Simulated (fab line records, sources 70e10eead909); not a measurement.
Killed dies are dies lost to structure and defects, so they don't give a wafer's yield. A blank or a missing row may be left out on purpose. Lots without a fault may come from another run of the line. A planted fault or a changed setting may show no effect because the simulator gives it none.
Which tool did it? | flow nand_harc | 24 lots, 72 wafers sampled, at 4 steps of a route of 1302

WHAT THE GAUGES READ, wafer by wafer
NHARC_A_SIN_REMOVE_INSPECT_04.
lot  | measured     | on                | raw_defect_count
L075 | day 20 18:11 | defect_inspect-02 | 496 470 425
L074 | day 21 02:06 | defect_inspect-01 | 295 291 293
L076 | day 21 05:53 | defect_inspect-01 | 475 422 527
L077 | day 21 05:54 | defect_inspect-02 | 265 333 342
L078 | day 22 01:31 | defect_inspect-02 | 360 420 469
L079 | day 23 00:03 | defect_inspect-02 | 304 330 355
L080 | day 23 03:52 | defect_inspect-02 | 229 264 291
L081 | day 23 13:16 | defect_inspect-02 | 346 292 350
L083 | day 24 06:13 | defect_inspect-02 | 406 453 489
L082 | day 24 09:57 | defect_inspect-01 | 439 515 391
L085 | day 24 20:29 | defect_inspect-01 | 296 244 409
L084 | day 24 23:57 | defect_inspect-02 | 414 333 368
L086 | day 25 12:05 | defect_inspect-02 | 322 469 315
L087 | day 25 08:10 | defect_inspect-02 | 408 366 561
L089 | day 26 09:50 | defect_inspect-02 | 439 396 390
L088 | day 26 07:47 | defect_inspect-01 | 407 345 304
L091 | day 27 14:46 | defect_inspect-02 | 332 278 303
L090 | day 27 17:35 | defect_inspect-01 | 324 392 381
L092 | day 28 09:14 | defect_inspect-01 | 337 326 252
L094 | day 28 11:08 | defect_inspect-02 | 484 496 440
L093 | day 28 13:58 | defect_inspect-02 | 338 313 310
L095 | day 29 14:02 | defect_inspect-02 | 501 387 363
L096 | day 29 14:01 | defect_inspect-01 | 377 347 361
L097 | day 29 22:30 | defect_inspect-01 | 489 349 484

WHICH TOOL RAN EACH LOT (tool, then ch and the chambers of the sampled wafers, then the start)
lot  | NHARC_A_SGD_CUT_ETCHBACK_24        | NHARC_A_SLIT_DEP_23             | NHARC_A_SLIT_DESCUM_14
L075 | rie_diel-07 ch 0,1,3, day 19 20:15 | pecvd-02 ch 1,2, day 20 04:27   | rie_diel-04 ch 1,2,3, day 20 05:24
L074 | rie_diel-07 ch 0,3, day 20 01:35   | pecvd-02 ch 0,1,2, day 20 08:12 | rie_diel-12 ch 0,3, day 20 09:02
L076 | rie_diel-07 ch 0,1,2, day 20 07:15 | pecvd-01 ch 0,1,2, day 20 13:50 | rie_diel-12 ch 0,1,2, day 20 14:35
L077 | rie_diel-05 ch 0,1, day 20 07:18   | pecvd-02 ch 0,1,2, day 20 16:39 | rie_diel-12 ch 0,2,3, day 20 17:32
L078 | rie_diel-01 ch 0,1,3, day 21 04:40 | pecvd-02 ch 0,1,2, day 21 11:49 | rie_diel-11 ch 1,2,3, day 21 12:31
L079 | rie_diel-01 ch 0,1,2, day 22 05:49 | pecvd-04 ch 0,2, day 22 10:14   | rie_diel-12 ch 0,1,2, day 22 11:07
L080 | rie_diel-05 ch 0,1,3, day 22 05:58 | pecvd-02 ch 0,1,2, day 22 10:59 | rie_diel-04 ch 0,1,3, day 22 11:43
L081 | rie_diel-07 ch 0,2,3, day 22 19:13 | pecvd-02 ch 0,1, day 22 23:36   | rie_diel-12 ch 0,3, day 23 00:20
L083 | rie_diel-01 ch 0,2,3, day 23 12:04 | pecvd-04 ch 0,1,2, day 23 16:28 | rie_diel-04 ch 0,1,3, day 23 17:21
L082 | rie_diel-05 ch 0,1,3, day 23 12:04 | pecvd-01 ch 1,2, day 23 16:33   | rie_diel-12 ch 1,2,3, day 23 17:31
L085 | rie_diel-05 ch 0,1,3, day 24 02:19 | pecvd-02 ch 1,2, day 24 06:45   | rie_diel-12 ch 0,1,3, day 24 07:37
L084 | rie_diel-01 ch 0,2,3, day 24 02:21 | pecvd-04 ch 0,2, day 24 06:51   | rie_diel-11 ch 1,3, day 24 07:46
L086 | rie_diel-05 ch 0,2, day 24 07:19   | pecvd-01 ch 0,1, day 24 21:42   | rie_diel-11 ch 1,2,3, day 24 22:34
L087 | rie_diel-07 ch 0,1,2, day 24 07:20 | pecvd-02 ch 0,1, day 24 18:28   | rie_diel-11 ch 0,1,3, day 24 19:17
L089 | rie_diel-01 ch 0,3, day 25 11:40   | pecvd-04 ch 0,2, day 25 18:43   | rie_diel-12 ch 0,3, day 25 19:32
L088 | rie_diel-07 ch 0,1,2, day 25 11:41 | pecvd-01 ch 0,1,2, day 25 17:53 | rie_diel-04 ch 1,3, day 25 18:45
L091 | rie_diel-01 ch 0,1,2, day 26 20:01 | pecvd-04 ch 0,1, day 27 00:34   | rie_diel-04 ch 0,3, day 27 01:25
L090 | rie_diel-05 ch 1,3, day 26 20:02   | pecvd-02 ch 0,2, day 27 01:07   | rie_diel-11 ch 0,2,3, day 27 01:59
L092 | rie_diel-01 ch 0,2,3, day 27 14:46 | pecvd-01 ch 1,2, day 27 19:23   | rie_diel-04 ch 1,2,3, day 27 20:16
L094 | rie_diel-05 ch 0,1,2, day 27 14:48 | pecvd-04 ch 0,2, day 27 21:26   | rie_diel-11 ch 0,1, day 27 22:17
L093 | rie_diel-07 ch 2,3, day 27 14:52   | pecvd-02 ch 0,1, day 27 22:26   | rie_diel-12 ch 0,1,2, day 27 23:09
L095 | rie_diel-05 ch 0,2,3, day 28 15:17 | pecvd-01 ch 1,2, day 29 01:10   | rie_diel-04 ch 1,2,3, day 29 02:03
L096 | rie_diel-07 ch 0,1,3, day 28 15:19 | pecvd-02 ch 0,2, day 28 23:47   | rie_diel-12 ch 0,2, day 29 00:37
L097 | rie_diel-05 ch 0,3, day 28 22:38   | pecvd-04 ch 0,1,2, day 29 08:53 | rie_diel-12 ch 1,2,3, day 29 09:37
- NHARC_A_SGD_CUT_ETCHBACK_24: etches the open film in CH3F/O2, target depth 50 nm, time 92.857 s.
- NHARC_A_SLIT_DEP_23: deposits SiON, target thk 100 nm.
- NHARC_A_SLIT_DESCUM_14: chemistry O2, time 3 s.

WHAT THE TOOLS THEMSELVES READ (means of the sampled wafers that have a number; where no wafer has one, the mark that the record gives instead)
NHARC_A_SGD_CUT_ETCHBACK_24.
lot  | tool        | drypump_motor_current_A (A) | o2_flow_sccm (sccm) | oes_product_au (a.u.) | rf_vpp_V (V) | showerhead_plenum_p_Torr (Torr) | throttle_valve_pct (%)
L075 | rie_diel-07 | 5.9                         | 30.10               | 0.93                  | 243.7        | 2.43                            | 20.665
L074 | rie_diel-07 | 5.7                         | 30.07               | 1.01                  | 243.2        | 2.34                            | 20.660
L076 | rie_diel-07 | 6.0                         | 30.03               | 1.00                  | 245.2        | 2.46                            | 20.662
L077 | rie_diel-05 | 5.7                         | 30.05               | 1.00                  | 243.7        | 2.39                            | 20.662
L078 | rie_diel-01 | 5.3                         | 29.97               | 0.92                  | 243.8        | 2.43                            | 20.658
L079 | rie_diel-01 | 5.6                         | 29.99               | 0.99                  | 244.8        | 2.50                            | 20.671
L080 | rie_diel-05 | 5.5                         | 30.14               | 0.91                  | 243.6        | 2.44                            | 20.660
L081 | rie_diel-07 | 6.0                         | 30.08               | 0.93                  | 243.0        | 2.38                            | 20.663
L083 | rie_diel-01 | 5.5                         | 29.97               | 0.97                  | 245.8        | 2.45                            | 20.664
L082 | rie_diel-05 | 5.5                         | 29.94               | 0.91                  | 243.3        | 2.43                            | 20.667
L085 | rie_diel-05 | 5.5                         | 29.97               | 1.00                  | 243.2        | 2.43                            | 20.661
L084 | rie_diel-01 | 5.5                         | 29.95               | 1.00                  | 243.9        | 2.45                            | 20.656
L086 | rie_diel-05 | 5.6                         | 29.93               | 0.95                  | 244.2        | 2.43                            | 20.667
L087 | rie_diel-07 | 6.0                         | 29.95               | 0.93                  | 244.3        | 2.46                            | 20.666
L089 | rie_diel-01 | 5.1                         | 30.11               | 0.92                  | 244.6        | 2.45                            | 20.662
L088 | rie_diel-07 | 6.0                         | 30.01               | 1.00                  | 244.6        | 2.46                            | 20.664
L091 | rie_diel-01 | 5.6                         | 29.99               | 0.93                  | 244.9        | 2.50                            | 20.662
L090 | rie_diel-05 | 5.4                         | 30.07               | 0.97                  | 244.4        | 2.47                            | 20.669
L092 | rie_diel-01 | 5.5                         | 29.87               | 0.99                  | 244.1        | 2.44                            | 20.663
L094 | rie_diel-05 | 5.4                         | 30.08               | 0.99                  | 244.1        | 2.38                            | 20.664
L093 | rie_diel-07 | 6.2                         | 29.96               | 0.99                  | 244.1        | 2.42                            | 20.647
L095 | rie_diel-05 | 5.4                         | 30.02               | 0.92                  | 245.0        | 2.47                            | 20.662
L096 | rie_diel-07 | 5.9                         | 29.99               | 1.01                  | 244.1        | 2.43                            | 20.651
L097 | rie_diel-05 | 5.6                         | 30.07               | 0.98                  | 245.5        | 2.52                            | 20.665

NHARC_A_SLIT_DEP_23.
lot  | tool     | heater_power_w (W)
L075 | pecvd-02 | 795
L074 | pecvd-02 | 722
L076 | pecvd-01 | 756
L077 | pecvd-02 | 742
L078 | pecvd-02 | 771
L079 | pecvd-04 | 718
L080 | pecvd-02 | 734
L081 | pecvd-02 | 736
L083 | pecvd-04 | 652
L082 | pecvd-01 | 790
L085 | pecvd-02 | 815
L084 | pecvd-04 | 652
L086 | pecvd-01 | 682
L087 | pecvd-02 | 714
L089 | pecvd-04 | 672
L088 | pecvd-01 | 774
L091 | pecvd-04 | 629
L090 | pecvd-02 | 767
L092 | pecvd-01 | 754
L094 | pecvd-04 | 719
L093 | pecvd-02 | 568
L095 | pecvd-01 | 770
L096 | pecvd-02 | 693
L097 | pecvd-04 | 649

NHARC_A_SLIT_DESCUM_14.
lot  | tool        | drypump_motor_current_A (A) | o2_flow_sccm (sccm) | oes_product_au (a.u.) | rf_vpp_V (V) | showerhead_plenum_p_Torr (Torr) | throttle_valve_pct (%)
L075 | rie_diel-04 | 5.5                         | 199.9               | 0.992                 | 57.2         | 1.88                            | 11.310
L074 | rie_diel-12 | 5.9                         | 200.0               | 0.994                 | 58.6         | 1.93                            | 11.319
L076 | rie_diel-12 | 5.5                         | 200.2               | 0.997                 | 58.3         | 1.95                            | 11.308
L077 | rie_diel-12 | 5.5                         | 199.4               | 0.995                 | 57.1         | 1.96                            | 11.318
L078 | rie_diel-11 | 5.7                         | 199.6               | 1.001                 | 58.3         | 1.88                            | 11.306
L079 | rie_diel-12 | 5.5                         | 200.1               | 0.998                 | 58.1         | 1.95                            | 11.313
L080 | rie_diel-04 | 5.3                         | 199.3               | 0.998                 | 57.6         | 1.93                            | 11.304
L081 | rie_diel-12 | 5.8                         | 200.1               | 0.992                 | 57.7         | 1.98                            | 11.314
L083 | rie_diel-04 | 5.3                         | 200.0               | 1.000                 | 58.5         | 1.93                            | 11.307
L082 | rie_diel-12 | 5.6                         | 200.3               | 0.998                 | 57.8         | 1.89                            | 11.302
L085 | rie_diel-12 | 6.0                         | 199.5               | 1.003                 | 58.3         | 1.91                            | 11.307
L084 | rie_diel-11 | 5.6                         | 200.1               | 1.003                 | 57.1         | 1.84                            | 11.309
L086 | rie_diel-11 | 5.7                         | 199.7               | 1.001                 | 57.6         | 1.88                            | 11.317
L087 | rie_diel-11 | 5.3                         | 200.5               | 1.005                 | 57.8         | 1.88                            | 11.304
L089 | rie_diel-12 | 5.8                         | 200.0               | 0.990                 | 58.1         | 1.98                            | 11.313
L088 | rie_diel-04 | 5.4                         | 199.9               | 0.987                 | 57.4         | 1.88                            | 11.309
L091 | rie_diel-04 | 5.2                         | 199.9               | 0.993                 | 57.0         | 2.02                            | 11.318
L090 | rie_diel-11 | 5.5                         | 199.6               | 1.004                 | 57.8         | 1.93                            | 11.311
L092 | rie_diel-04 | 5.5                         | 200.3               | 0.999                 | 57.3         | 1.88                            | 11.315
L094 | rie_diel-11 | 5.1                         | 199.6               | 1.006                 | 57.4         | 1.87                            | 11.318
L093 | rie_diel-12 | 5.5                         | 200.3               | 0.998                 | 57.5         | 1.95                            | 11.301
L095 | rie_diel-04 | 5.5                         | 200.6               | 0.998                 | 57.3         | 1.88                            | 11.305
L096 | rie_diel-12 | 5.3                         | 200.2               | 0.998                 | 58.8         | 2.02                            | 11.313
L097 | rie_diel-12 | 5.6                         | 200.4               | 1.000                 | 58.5         | 1.89                            | 11.315

THE ANSWER, worked out from the rows above alone
Rule: what is usual is taken from the lots themselves. Put in order of their means at a reading, lots are off if they are a third of the lots or fewer, leave a main group of 4 or more, and stand apart from it by a gap of 3 or more times the standard deviation of the main group's means; of several such gaps the widest counts. A main group whose means are all the same, to the digits that the tables above print for the reading, isn't used. A lot without any number at a reading at which 4 lots or more have one is off too. The other lots that the step has rows for count as sound. The gauges are gone through in route order, then the tools' own readings, and for those a lot's mean is taken as printed above. The first step at which some lot is off is used, and at that step the reading that is off furthest; a lot without a number counts as furthest.
No lot is off at any reading shown: from this, nothing can be told.

WHAT THE SIMULATOR HAD PUT IN
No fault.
